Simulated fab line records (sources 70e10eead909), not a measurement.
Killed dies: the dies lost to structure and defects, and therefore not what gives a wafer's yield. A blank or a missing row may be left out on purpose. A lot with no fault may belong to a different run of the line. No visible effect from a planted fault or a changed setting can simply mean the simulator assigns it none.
Check of tool commonality :: flow nandHarc :: Sample size 14 lots and 42 wafers

## WHY IT WAS OPENED
At NHARC_A_ONON_D2_THK_MEAS_14 the reading thkNm is flagged on 2 of 14 lots. Wafers without a fault read 1001 nm, standard deviation 11.
Rule: flag the lot when none of its wafers has a number, or when each of its wafers that has one lies beyond 4 standard deviations from that mean. As for the other lots, they are considered sound.

lot: L206
measured: day 13 03:05
on: filmMetro-02
thkNm (nm), wafer by wafer: 993 993 994
flag: 

lot: L207
measured: day 13 05:50
on: filmMetro-01
thkNm (nm), wafer by wafer: 1012 1012 1011
flag: 

lot: L208
measured: day 13 19:48
on: filmMetro-01
thkNm (nm), wafer by wafer: 998 997 999
flag: 

lot: L209
measured: day 14 04:22
on: filmMetro-02
thkNm (nm), wafer by wafer: 987 988 988
flag: 

lot: L211
measured: day 14 15:21
on: filmMetro-02
thkNm (nm), wafer by wafer: 707 706 709
flag: FLAGGED

lot: L210
measured: day 14 15:48
on: filmMetro-02
thkNm (nm), wafer by wafer: 1014 1016 1015
flag: 

lot: L213
measured: day 16 01:43
on: filmMetro-01
thkNm (nm), wafer by wafer: 710 709 709
flag: FLAGGED

lot: L220
measured: day 18 10:19
on: filmMetro-01
thkNm (nm), wafer by wafer: 1007 1005 1008
flag: 

lot: L223
measured: day 20 01:08
on: filmMetro-01
thkNm (nm), wafer by wafer: 997 999 997
flag: 

lot: L224
measured: day 20 08:20
on: filmMetro-02
thkNm (nm), wafer by wafer: 1000 1000 1000
flag: 

lot: L225
measured: day 20 08:20
on: filmMetro-01
thkNm (nm), wafer by wafer: 984 984 982
flag: 

lot: L227
measured: day 21 07:34
on: filmMetro-02
thkNm (nm), wafer by wafer: 1000 1000 997
flag: 

lot: L226
measured: day 21 07:37
on: filmMetro-01
thkNm (nm), wafer by wafer: 994 997 995
flag: 

lot: L228
measured: day 22 06:58
on: filmMetro-01
thkNm (nm), wafer by wafer: 985 984 983
flag: 
The numbers of the flagged lots are 708 nm on average: -293 nm against the usual, or -27 standard deviations.

## LOT BY LOT: THE TOOL USED
The record holds 2 process steps before the reading, out of a route of 1302 steps. Read each cell as the tool, then ch plus the chambers that the sampled wafers visited, then the start.
lot: L206
flag: 
NHARC_A_DECK1_JOINT_ETCHBACK_07: rieSi-02 ch 0,1,3, day 11 09:56
NHARC_A_ONON_D2_DEP_12: pecvdOnon-02 ch 0, day 13 02:41

lot: L207
flag: 
NHARC_A_DECK1_JOINT_ETCHBACK_07: rieSi-05 ch 0,3, day 11 17:02
NHARC_A_ONON_D2_DEP_12: pecvdOnon-03 ch 0, day 13 05:31

lot: L208
flag: 
NHARC_A_DECK1_JOINT_ETCHBACK_07: rieSi-05 ch 0,1,3, day 12 05:31
NHARC_A_ONON_D2_DEP_12: pecvdOnon-03 ch 0, day 13 19:17

lot: L209
flag: 
NHARC_A_DECK1_JOINT_ETCHBACK_07: rieSi-02 ch 0,1, day 12 11:20
NHARC_A_ONON_D2_DEP_12: pecvdOnon-03 ch 0, day 14 03:55

lot: L211
flag: FLAGGED
NHARC_A_DECK1_JOINT_ETCHBACK_07: rieSi-04 ch 2,3, day 13 01:50
NHARC_A_ONON_D2_DEP_12: pecvdOnon-03 ch 0, day 14 14:50

lot: L210
flag: 
NHARC_A_DECK1_JOINT_ETCHBACK_07: rieSi-04 ch 0,2,3, day 12 19:35
NHARC_A_ONON_D2_DEP_12: pecvdOnon-04 ch 0, day 14 15:16

lot: L213
flag: FLAGGED
NHARC_A_DECK1_JOINT_ETCHBACK_07: rieSi-02 ch 1,2, day 14 09:34
NHARC_A_ONON_D2_DEP_12: pecvdOnon-03 ch 0, day 16 01:12

lot: L220
flag: 
NHARC_A_DECK1_JOINT_ETCHBACK_07: rieSi-02 ch 0,3, day 16 19:08
NHARC_A_ONON_D2_DEP_12: pecvdOnon-04 ch 0, day 18 09:52

lot: L223
flag: 
NHARC_A_DECK1_JOINT_ETCHBACK_07: rieSi-05 ch 0,1,3, day 18 12:13
NHARC_A_ONON_D2_DEP_12: pecvdOnon-03 ch 0, day 20 00:49

lot: L224
flag: 
NHARC_A_DECK1_JOINT_ETCHBACK_07: rieSi-05 ch 0,1,3, day 18 21:04
NHARC_A_ONON_D2_DEP_12: pecvdOnon-04 ch 0, day 20 08:00

lot: L225
flag: 
NHARC_A_DECK1_JOINT_ETCHBACK_07: rieSi-04 ch 0,1,3, day 18 21:01
NHARC_A_ONON_D2_DEP_12: pecvdOnon-03 ch 0, day 20 07:50

lot: L227
flag: 
NHARC_A_DECK1_JOINT_ETCHBACK_07: rieSi-05 ch 1,2,3, day 19 20:10
NHARC_A_ONON_D2_DEP_12: pecvdOnon-03 ch 0, day 21 07:06

lot: L226
flag: 
NHARC_A_DECK1_JOINT_ETCHBACK_07: rieSi-02 ch 0,3, day 19 20:09
NHARC_A_ONON_D2_DEP_12: pecvdOnon-02 ch 0, day 21 07:05

lot: L228
flag: 
NHARC_A_DECK1_JOINT_ETCHBACK_07: rieSi-05 ch 1,3, day 20 11:35
NHARC_A_ONON_D2_DEP_12: pecvdOnon-02 ch 0, day 22 06:28
What these steps do:
- NHARC_A_DECK1_JOINT_ETCHBACK_07: etches the open film in HBr, target depth 105 nm, time 26.9 s.
- NHARC_A_ONON_D2_DEP_12: target thk 1000 nm.
- NHARC_A_ONON_D2_THK_MEAS_14: measures by ellipsometry.

## FLAGGED AGAINST TOTAL, ONE TOOL AT A TIME (gauges that did the reading follow at the end)
step: NHARC_A_DECK1_JOINT_ETCHBACK_07
tool: rieSi-02
lots run: 5
flagged: 1
share of the flagged lots: some
sound lots run after its first flagged lot: 2 (L220,L226)

step: NHARC_A_DECK1_JOINT_ETCHBACK_07
tool: rieSi-04
lots run: 3
flagged: 1
share of the flagged lots: some
sound lots run after its first flagged lot: 1 (L225)

step: NHARC_A_DECK1_JOINT_ETCHBACK_07
tool: rieSi-05
lots run: 6
flagged: 0
share of the flagged lots: none
sound lots run after its first flagged lot: -

step: NHARC_A_ONON_D2_DEP_12
tool: pecvdOnon-02
lots run: 3
flagged: 0
share of the flagged lots: none
sound lots run after its first flagged lot: -

step: NHARC_A_ONON_D2_DEP_12
tool: pecvdOnon-03
lots run: 8
flagged: 2
share of the flagged lots: all
sound lots run after its first flagged lot: 3 (L223,L225,L227)

step: NHARC_A_ONON_D2_DEP_12
tool: pecvdOnon-04
lots run: 3
flagged: 0
share of the flagged lots: none
sound lots run after its first flagged lot: -

step: NHARC_A_ONON_D2_THK_MEAS_14
tool: filmMetro-01
lots run: 8
flagged: 1
share of the flagged lots: some
sound lots run after its first flagged lot: 5 (L220,L223,L225,L226,L228)

step: NHARC_A_ONON_D2_THK_MEAS_14
tool: filmMetro-02
lots run: 6
flagged: 1
share of the flagged lots: some
sound lots run after its first flagged lot: 3 (L210,L224,L227)

## WHAT THE TABLE PERMITS
1 row of the table ran every flagged lot: pecvdOnon-03 at NHARC_A_ONON_D2_DEP_12.
- pecvdOnon-03 at NHARC_A_ONON_D2_DEP_12: 2 of its 8 lots flagged. Sound lots ran on it after the first flagged one (L223, L225, L227), which a lasting fault on the whole tool wouldn't allow.
No row of the table ran every flagged lot and no sound lot after the first.

## WHAT HAD BEEN PUT IN BY THE SIMULATOR
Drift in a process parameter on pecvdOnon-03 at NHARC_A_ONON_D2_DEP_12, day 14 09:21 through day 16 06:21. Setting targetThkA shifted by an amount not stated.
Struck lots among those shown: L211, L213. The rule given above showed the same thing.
